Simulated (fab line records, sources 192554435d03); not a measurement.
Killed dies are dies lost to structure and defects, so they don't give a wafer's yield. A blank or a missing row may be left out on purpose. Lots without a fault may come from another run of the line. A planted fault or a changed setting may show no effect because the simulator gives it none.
Split-lot experiment | flow n5_finfet | 7 lots, 39 wafers read, on a route of 1938 steps

THE SPLIT
At N5_ZERO_LAYER_PECVD_02 (deposits SiO2 from SiH4/N2O, target thk 10 nm, time 6 s), the setting time_s was moved away from the recipe's 6 s on 15 of the 39 wafers read, by -50.6% to +45.4%. The other wafers ran this setting at the recipe's value.

The reading is taken at the split's own step.

THE READING
SiO2_of_ZERO_LAYER_PECVD_02.thk_nm (the simulator's own value, which no gauge read), in nm, at N5_ZERO_LAYER_PECVD_02 (deposits SiO2 from SiH4/N2O, target thk 10 nm, time 6 s). The file gives no usual value for it. The 24 wafers here that ran the recipe average 10.022 nm, standard deviation 0.18 nm.

wafer  | tool, chamber at the split | time_s as run, s | against the recipe | SiO2_of_ZERO_LAYER_PECVD_02.thk_nm, nm | against lot-mates on the recipe
L074.1 | pecvd-04, 0                | 6                | recipe             | 9.805                                  | -
L074.2 | pecvd-04, 2                | 6                | recipe             | 9.822                                  | -
L074.3 | pecvd-04, 1                | 6                | recipe             | 10.05                                  | -
L074.4 | pecvd-04, 2                | 6                | recipe             | 10.13                                  | -
L074.5 | pecvd-04, 1                | 6                | recipe             | 10.07                                  | -
L074.6 | pecvd-04, 0                | 6                | recipe             | 9.886                                  | -
L076.1 | pecvd-03, 1                | 2.964            | -50.6%             | 5.097                                  | -4.961
L076.2 | pecvd-03, 0                | 6                | recipe             | 9.745                                  | -
L076.3 | pecvd-03, 2                | 2.964            | -50.6%             | 4.798                                  | -5.260
L076.4 | pecvd-03, 2                | 6                | recipe             | 9.96                                   | -
L076.5 | pecvd-03, 0                | 2.964            | -50.6%             | 4.72                                   | -5.338
L076.6 | pecvd-03, 1                | 6                | recipe             | 10.47                                  | -
L080.1 | pecvd-03, 2                | 3.538            | -41.0%             | 5.918                                  | -4.096
L080.2 | pecvd-03, 0                | 6                | recipe             | 9.813                                  | -
L080.3 | pecvd-03, 1                | 6                | recipe             | 10.21                                  | -
L080.4 | pecvd-03, 2                | 6                | recipe             | 10.02                                  | -
L080.5 | pecvd-03, 1                | 3.538            | -41.0%             | 6.224                                  | -3.790
L080.6 | pecvd-03, 0                | 3.538            | -41.0%             | 5.838                                  | -4.176
L087.1 | pecvd-04, 0                | 3.655            | -39.1%             | 5.94                                   | -4.069
L087.2 | pecvd-04, 1                | 6                | recipe             | 9.935                                  | -
L087.3 | pecvd-04, 1                | 6                | recipe             | 10.12                                  | -
L087.4 | pecvd-04, 0                | 3.655            | -39.1%             | 6.077                                  | -3.932
L087.5 | pecvd-04, 1                | 3.655            | -39.1%             | 6.131                                  | -3.878
L087.6 | pecvd-04, 0                | 6                | recipe             | 9.971                                  | -
L092.1 | pecvd-01, 0                | 8.724            | +45.4%             | 14.68                                  | +4.626
L092.2 | pecvd-01, 1                | 8.724            | +45.4%             | 14.2                                   | +4.146
L092.3 | pecvd-01, 2                | 6                | recipe             | 10.04                                  | -
L092.4 | pecvd-01, 0                | 6                | recipe             | 10.18                                  | -
L092.5 | pecvd-01, 1                | 8.724            | +45.4%             | 14.65                                  | +4.596
L092.6 | pecvd-01, 2                | 6                | recipe             | 9.943                                  | -
L096.2 | pecvd-01, 1                | 6                | recipe             | 10.06                                  | -
L096.4 | pecvd-01, 1                | 6                | recipe             | 10.29                                  | -
L096.5 | pecvd-01, 1                | 6                | recipe             | 10.22                                  | -
L097.1 | pecvd-03, 0                | 6                | recipe             | 9.711                                  | -
L097.2 | pecvd-03, 1                | 3.56             | -40.7%             | 6.028                                  | -3.900
L097.3 | pecvd-03, 2                | 3.56             | -40.7%             | 5.778                                  | -4.150
L097.4 | pecvd-03, 2                | 6                | recipe             | 9.843                                  | -
L097.5 | pecvd-03, 1                | 6                | recipe             | 10.23                                  | -
L097.6 | pecvd-03, 0                | 3.56             | -40.7%             | 5.794                                  | -4.134

THE FIT
A straight line over all 39 wafers: SiO2_of_ZERO_LAYER_PECVD_02.thk_nm changes by +0.1 nm for each +1% of time_s; r = +1.00; the points scatter about the line by 0.18 nm.
The same after taking each lot's own level away (the mean of its wafers on the recipe; 39 wafers): +0.0999 nm for each +1%; r = +1.00; scatter 0.17 nm.
On that fit, the largest move of time_s shifts the reading by 5.1 nm.
The lots' own levels span 9.9280 to 10.1900 nm, that is 1.4 times the standard deviation above.
So the lot-to-lot level changes the slope little: the two slopes agree.
Check: with one of the wafers moved furthest among these (-50.6%) left out of the fit, the line predicts -5.08 nm for it against its lot-mates. It came out at -4.96 nm against them.

THE FILE'S OWN FIT
SiO2_of_ZERO_LAYER_PECVD_02.thk_nm changes by +0.1 nm for each +1% of time_s, r = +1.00.
